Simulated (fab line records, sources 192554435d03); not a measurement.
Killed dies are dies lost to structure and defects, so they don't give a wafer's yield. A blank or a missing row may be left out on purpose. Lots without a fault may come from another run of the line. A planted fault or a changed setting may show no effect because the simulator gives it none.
Which tool did it? | flow n5_finfet | 11 lots, 32 wafers sampled, at 2 steps of a route of 1938

WHAT THE GAUGES READ, wafer by wafer
N5_BEOL_M15_THK_MEAS_50: measures by xrf. Usual: M15_THK 853 nm, standard deviation 17.
lot  | measured     | on            | M15_THK (nm) | flag
L566 | day 11 15:29 | film_metro-01 | 858 864 873  |
L567 | day 11 17:02 | film_metro-01 | 871 843 860  |
L568 | day 12 16:20 | film_metro-01 | 845 835 834  |
L571 | day 13 01:18 | film_metro-02 | 832 831 867  |
L573 | day 13 17:13 | film_metro-01 | 829 856      |
L581 | day 15 14:07 | film_metro-01 | 879 869 876  |
L583 | day 15 18:52 | film_metro-02 | 863 857 849  |
L587 | day 17 02:16 | film_metro-01 | 851 847 850  |
L588 | day 17 18:40 | film_metro-02 | 862 831 830  |
L586 | day 18 02:41 | film_metro-01 | 866 836 840  |
L589 | day 18 08:24 | film_metro-01 | 851 849 842  |

WHICH TOOL RAN EACH LOT (tool, then ch and the chambers of the sampled wafers, then the start)
lot  | N5_BEOL_M15_STRIP_36
L566 | rie_diel-03 ch 1,2, day 11 13:45
L567 | rie_diel-02 ch 0,3, day 11 15:30
L568 | rie_diel-03 ch 0,1, day 12 14:10
L571 | rie_diel-04 ch 0,3, day 12 23:35
L573 | rie_diel-03 ch 0,3, day 13 14:05
L581 | rie_diel-03 ch 0,2, day 15 04:26
L583 | rie_diel-02 ch 0,1, day 15 15:41
L587 | rie_diel-02 ch 1,2, day 16 23:27
L588 | rie_diel-03 ch 1,3, day 17 16:30
L586 | rie_diel-02 ch 0,1,2, day 18 00:16
L589 | rie_diel-03 ch 2,3, day 18 06:30
- N5_BEOL_M15_STRIP_36: strips in O2.

WHAT THE TOOLS THEMSELVES READ (means of the sampled wafers that have a number; where no wafer has one, the mark that the record gives instead)
N5_BEOL_M15_STRIP_36. Usual: drypump_motor_current_A 5.8 A, standard deviation 0.54; oes_product_au 0.78 a.u., standard deviation 0.076; rf_vpp_V 3.7 V, standard deviation 1; showerhead_plenum_p_Torr 2.11 Torr, standard deviation 0.066; throttle_valve_pct 16.6 %, standard deviation 0.33.
lot  | tool        | drypump_motor_current_A (A) | oes_product_au (a.u.) | rf_vpp_V (V) | showerhead_plenum_p_Torr (Torr) | throttle_valve_pct (%) | flag
L566 | rie_diel-03 | 5.3                         | 0.77                  | 4.1          | 2.07                            | 16.9                   |
L567 | rie_diel-02 | 6.1                         | 0.83                  | 2.4          | 2.17                            | 16.7                   |
L568 | rie_diel-03 | 5.9                         | 0.73                  | 3.1          | 2.05                            | 16.8                   |
L571 | rie_diel-04 | 5.7                         | 0.78                  | 4.5          | 2.10                            | 16.8                   |
L573 | rie_diel-03 | 5.8                         | 0.77                  | 3.6          | 2.15                            | 16.6                   |
L581 | rie_diel-03 | 5.3                         | 0.74                  | 3.4          | 2.09                            | 16.9                   |
L583 | rie_diel-02 | 5.2                         | 0.92                  | 3.8          | 2.06                            | 16.5                   |
L587 | rie_diel-02 | 6.2                         | 0.79                  | 4.4          | 2.09                            | 16.2                   |
L588 | rie_diel-03 | 5.7                         | 0.76                  | 4.0          | 2.13                            | 16.7                   |
L586 | rie_diel-02 | 5.7                         | 0.83                  | 3.9          | 2.08                            | 16.4                   |
L589 | rie_diel-03 | 5.2                         | 0.75                  | 3.4          | 2.14                            | 16.8                   |

THE ANSWER, worked out from the rows above alone
Rule: a lot is off if the mean of its wafers that have a number lies more than 3 standard deviations from the usual mean. A lot without any number at a reading at which 4 lots or more have one is off too. The other lots that the step has rows for count as sound. The gauges are gone through in route order, then the tools' own readings, and for those a lot's mean is taken as printed above. The first step at which some lot is off is used, and at that step the reading that is off furthest; a lot without a number counts as furthest.
No lot is off at any reading shown: from this, nothing can be told.

WHAT THE SIMULATOR HAD PUT IN
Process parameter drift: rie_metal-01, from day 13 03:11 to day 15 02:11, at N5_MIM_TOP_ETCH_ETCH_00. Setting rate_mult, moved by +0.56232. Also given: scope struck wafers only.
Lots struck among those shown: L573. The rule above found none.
